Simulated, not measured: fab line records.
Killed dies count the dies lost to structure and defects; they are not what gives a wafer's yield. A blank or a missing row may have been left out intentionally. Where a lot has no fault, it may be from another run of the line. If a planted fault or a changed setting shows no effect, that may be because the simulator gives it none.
What tool caused it? -- flow nand_harc -- 12 lots with 36 wafers sampled at 5 steps, on a route of 1302 steps

== WHAT THE GAUGES SHOWED, per wafer ==
NHARC_END_SORT_01.
lot,measured,on,killed_at_array,killed_at_other,killed_at_periphery,killed_dies,killed_open,killed_short
L441,day 25 00:17,prober-02,58 65 55,3 4 2,3 0 4,64 69 61,6 5 2,6 8 4
L445,day 25 18:31,prober-02,32 48 53,1 0 0,1 0 7,34 48 60,3 0 7,3 3 2
L443,day 26 02:10,prober-01,72 54 68,1 0 2,4 3 3,77 57 73,7 2 6,3 1 3
L447,day 26 12:15,prober-02,25 26 25,2 2 0,6 2 8,33 30 33,3 3 3,3 0 3
L450,day 28 09:44,prober-01,41 54 71,1 3 2,5 8 4,47 65 77,0 4 1,4 5 3
L453,day 29 11:12,prober-02,32 32 35,0 0 0,3 1 3,35 33 38,2 0 5,2 0 2
L452,day 29 17:30,prober-01,42 60 56,0 0 0,2 2 3,44 62 59,2 6 7,2 3 2
L455,day 30 02:55,prober-01,52 34 29,0 1 0,7 10 10,59 45 39,5 4 4,5 5 2
L462,day 33 04:16,prober-02,72 64 68,4 1 1,1 0 1,77 65 70,4 1 1,1 0 0
L461,day 33 04:17,prober-01,71 57 51,0 0 0,3 5 9,74 62 60,4 3 2,2 5 3
L463,day 33 11:11,prober-02,50 63 68,0 0 0,2 2 3,52 65 71,1 5 3,1 2 1
L464,day 34 02:04,prober-01,67 56 46,1 1 1,1 6 4,69 63 51,2 4 4,2 2 2

== WHAT TOOL EACH LOT RAN ON (gives the tool, then ch and the chambers of the sampled wafers, and finally the start) ==
lot,NHARC_A_SLIT_ETCH_26,NHARC_A_WL_FILL_STRIP_27,NHARC_A_WL_FILL_ETCHBACK_17,NHARC_A_WL_FILL_CMP_12
L441,"har_etch-01 ch 0,1, day 20 13:07","plasma_asher-01 ch 0,1, day 20 23:08","rie_metal-01 ch 0,1, day 21 09:39","cmp-02 ch 1,2, day 21 15:31"
L445,"har_etch-01 ch 0,1, day 21 06:47","plasma_asher-01 ch 0,1, day 21 17:13","rie_metal-01 ch 0,1, day 22 03:58","cmp-03 ch 2,3, day 22 09:38"
L443,"har_etch-02 ch 0,1, day 21 06:51","plasma_asher-02 ch 0,1, day 21 16:53","rie_metal-03 ch 0,1, day 22 06:46","cmp-03 ch 0,1,3, day 22 12:42"
L447,"har_etch-02 ch 0,1, day 22 06:24","plasma_asher-02 ch 0,1, day 22 16:22","rie_metal-01 ch 0,1, day 23 04:31","cmp-01 ch 0,2,3, day 23 10:28"
L450,"har_etch-02 ch 0,1, day 23 23:47","plasma_asher-01 ch 0,1, day 24 09:28","rie_metal-01 ch 0,1, day 24 20:52","cmp-02 ch 0,2,3, day 25 02:46"
L453,"har_etch-02 ch 0,1, day 24 21:02","plasma_asher-02 ch 0,1, day 25 06:48","rie_metal-03 ch 0,1, day 25 17:02","cmp-02 ch 0,1,2, day 25 21:46"
L452,"har_etch-02 ch 0, day 25 00:52","plasma_asher-01 ch 0, day 25 11:55","rie_metal-03 ch 0,1, day 25 22:05","cmp-02 ch 0,1,2, day 26 03:58"
L455,"har_etch-02 ch 0,1, day 25 13:43","plasma_asher-02 ch 0,1, day 25 22:13","rie_metal-03 ch 0,1, day 26 07:50","cmp-03 ch 0,2, day 26 13:35"
L462,"har_etch-01 ch 0,1, day 28 13:29","plasma_asher-01 ch 0,1, day 28 23:14","rie_metal-03 ch 0,1, day 29 09:28","cmp-03 ch 0,2,3, day 29 15:22"
L461,"har_etch-02 ch 0,1, day 28 13:29","plasma_asher-01 ch 0,1, day 28 23:22","rie_metal-01 ch 0,1, day 29 09:31","cmp-01 ch 1,3, day 29 15:23"
L463,"har_etch-01 ch 0,1, day 29 02:52","plasma_asher-01 ch 0,1, day 29 12:44","rie_metal-03 ch 0,1, day 29 22:56","cmp-01 ch 0,1,3, day 30 04:48"
L464,"har_etch-01 ch 0,1, day 29 20:01","plasma_asher-02 ch 0,1, day 30 06:10","rie_metal-03 ch 0,1, day 30 16:23","cmp-03 ch 0,2,3, day 30 22:18"
- NHARC_A_SLIT_ETCH_26: etches the open film in C4F8/O2/Ar, time 90 s, target depth 400 nm.
- NHARC_A_WL_FILL_STRIP_27: strips in N2/H2, time 20 s.
- NHARC_A_WL_FILL_ETCHBACK_17: etches the open film in Cl2/BCl3, target depth 4 nm, time 26.7 s.
- NHARC_A_WL_FILL_CMP_12: polishes, t overpolish 30 s, target thk 100 nm.

== AS READ BY THE TOOLS THEMSELVES (means over the sampled wafers that have a number; for cases with no such wafer, the mark the record gives instead) ==
NHARC_A_SLIT_ETCH_26.
lot,tool,chamber_pressure_mTorr (mTorr),drypump_motor_current_A (A),showerhead_plenum_p_Torr (Torr),throttle_valve_pct (%)
L441,har_etch-01,25.007,6.3,3.64,27.623
L445,har_etch-01,24.994,6.1,3.60,27.616
L443,har_etch-02,25.034,5.6,3.95,27.624
L447,har_etch-02,24.979,5.3,3.94,27.616
L450,har_etch-02,25.003,5.6,3.93,27.622
L453,har_etch-02,24.993,5.3,3.92,27.608
L452,har_etch-02,24.995,5.8,3.92,27.616
L455,har_etch-02,25.011,5.5,3.91,27.606
L462,har_etch-01,25.003,6.3,3.58,27.611
L461,har_etch-02,24.994,5.3,3.89,27.622
L463,har_etch-01,24.990,6.3,3.58,27.611
L464,har_etch-01,24.998,6.2,3.54,27.604

NHARC_A_WL_FILL_STRIP_27.
lot,tool,drypump_motor_current_A (A),heater_power_w (W)
L441,plasma_asher-01,5.6,393
L445,plasma_asher-01,5.7,384
L443,plasma_asher-02,6.0,302
L447,plasma_asher-02,6.0,300
L450,plasma_asher-01,5.7,374
L453,plasma_asher-02,6.2,291
L452,plasma_asher-01,5.8,362
L455,plasma_asher-02,6.0,311
L462,plasma_asher-01,5.7,373
L461,plasma_asher-01,5.6,382
L463,plasma_asher-01,5.7,367
L464,plasma_asher-02,6.2,303

NHARC_A_WL_FILL_ETCHBACK_17.
lot,tool,chamber_pressure_mTorr (mTorr),drypump_motor_current_A (A),oes_product_au (a.u.)
L441,rie_metal-01,10.005,5.8,1.001
L445,rie_metal-01,9.993,5.8,1.008
L443,rie_metal-03,10.008,6.2,0.996
L447,rie_metal-01,10.002,5.8,0.998
L450,rie_metal-01,9.996,5.8,1.002
L453,rie_metal-03,9.995,6.0,1.002
L452,rie_metal-03,9.990,6.2,1.205
L455,rie_metal-03,9.990,6.2,1.074
L462,rie_metal-03,10.002,6.0,1.005
L461,rie_metal-01,10.002,5.8,1.005
L463,rie_metal-03,10.014,6.0,1.003
L464,rie_metal-03,10.005,6.2,1.001

NHARC_A_WL_FILL_CMP_12.
lot,tool,motor_current_A (A),overpolish_run_s (s),slurry_flow_ml_min,time_to_endpoint_s (s)
L441,cmp-02,12.3,30.008,150.1,19.8
L445,cmp-03,12.1,30.002,149.8,17.3
L443,cmp-03,11.3,29.997,150.5,18.3
L447,cmp-01,12.6,29.999,150.3,22.1
L450,cmp-02,11.7,29.996,150.0,18.3
L453,cmp-02,11.5,30.000,149.7,18.1
L452,cmp-02,11.5,29.985,149.7,17.4
L455,cmp-03,12.5,30.001,150.5,20.1
L462,cmp-03,11.9,29.995,150.0,21.6
L461,cmp-01,14.2,29.997,149.9,23.6
L463,cmp-01,12.8,29.987,149.6,20.2
L464,cmp-03,11.9,30.002,150.3,20.1

== THE ANSWER, worked out from the rows above alone ==
Rule: the usual values come from the lots themselves. The widest of any qualifying gaps counts: lots, ordered by their means at a reading, are off when they make up no more than a third of the lots, leave a main group of 4 or more, and stand apart from it by 3 or more times the standard deviation of that group's means. Not used: any main group whose means are identical at the precision the tables above print for the reading. Also off: a lot with no number at a reading for which 4 or more lots have one. Where the step has rows for the other lots, those lots are counted as sound. After the gauges, taken in route order, come the tools' own readings; for these a lot's mean is taken, as printed above. At the first step where some lot is off, the reading lying furthest off is the one used; lots without a number count as furthest.
Off: L452, L455, at NHARC_A_WL_FILL_ETCHBACK_17 (oes_product_au). For the main group the mean is 1.002 a.u. and the standard deviation 0.0033.
If a tool, at that step or one of the process steps before it, ran each lot that is off and ran no sound lot following the first of them, it fits. None of those tried fits.

== WHAT THE SIMULATOR HAD INSERTED ==
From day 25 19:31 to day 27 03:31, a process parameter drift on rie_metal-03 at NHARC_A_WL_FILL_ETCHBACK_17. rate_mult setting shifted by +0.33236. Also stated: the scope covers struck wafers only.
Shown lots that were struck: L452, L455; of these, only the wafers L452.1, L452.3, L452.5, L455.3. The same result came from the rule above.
